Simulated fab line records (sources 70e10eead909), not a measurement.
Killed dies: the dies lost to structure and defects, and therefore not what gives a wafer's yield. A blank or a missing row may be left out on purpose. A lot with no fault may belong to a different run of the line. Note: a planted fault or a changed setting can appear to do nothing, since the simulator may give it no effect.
Chamber matching ; flow nand harc ; rie diel-07 running NHARC_A_SLIT_ETCH_24: 4 sister chambers
The step etches the open film in CF4/CHF3, target depth 121 nm, time 60.5 s. 7 wafers are shown with their chamber, then 7 later ones without.

== EACH WAFER AND ITS CHAMBER ==
wafer;chamber;drypump motor current A (A);rf vpp V (V)
L134.6;3;5.5;373.4
L141.3;0;5.7;370.3
L144.4;0;5.6;369.6
L144.5;2;6.4;371.0
L144.6;1;5.5;370.2
L148.4;2;6.4;368.4
L148.5;1;5.5;370.5

== WAFERS WITHOUT THEIR CHAMBER ==
wafer;drypump motor current A (A);rf vpp V (V)
L148.6;5.7;371.1
L154.1;6.4;368.5
L154.3;5.5;372.4
L154.6;5.7;370.5
L153.1;5.5;373.6
L153.2;5.7;372.3
L153.4;6.5;367.8

== THE CHAMBER EACH PASSED THROUGH ==
wafer;from the rows above;in truth
L148.6;0;0
L154.1;2;2
L154.3;can't be placed: 3 or 1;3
L154.6;0;0
L153.1;3;3
L153.2;0;0
L153.4;2;2
Correct placement for 6 of the 7. Cannot be placed on the basis of these rows: 1; the candidates contain the true chamber in 1. Placed wrongly: 0.
How it was worked out, from the rows above alone: a wafer's distance from a chamber is the root of the sum, over the readings, of the square of ((its reading less the chamber's mean) divided by the reading's scatter). If the next closest chamber is less than 2 further off than the closest, the wafer can't be placed; otherwise it belongs to the closest. The mean given for a chamber averages the wafers shown for that chamber. The scatter is the square root of a quotient: the sum, over the shown wafers, of each reading's squared deviation from its chamber's mean, divided by wafers minus chambers.
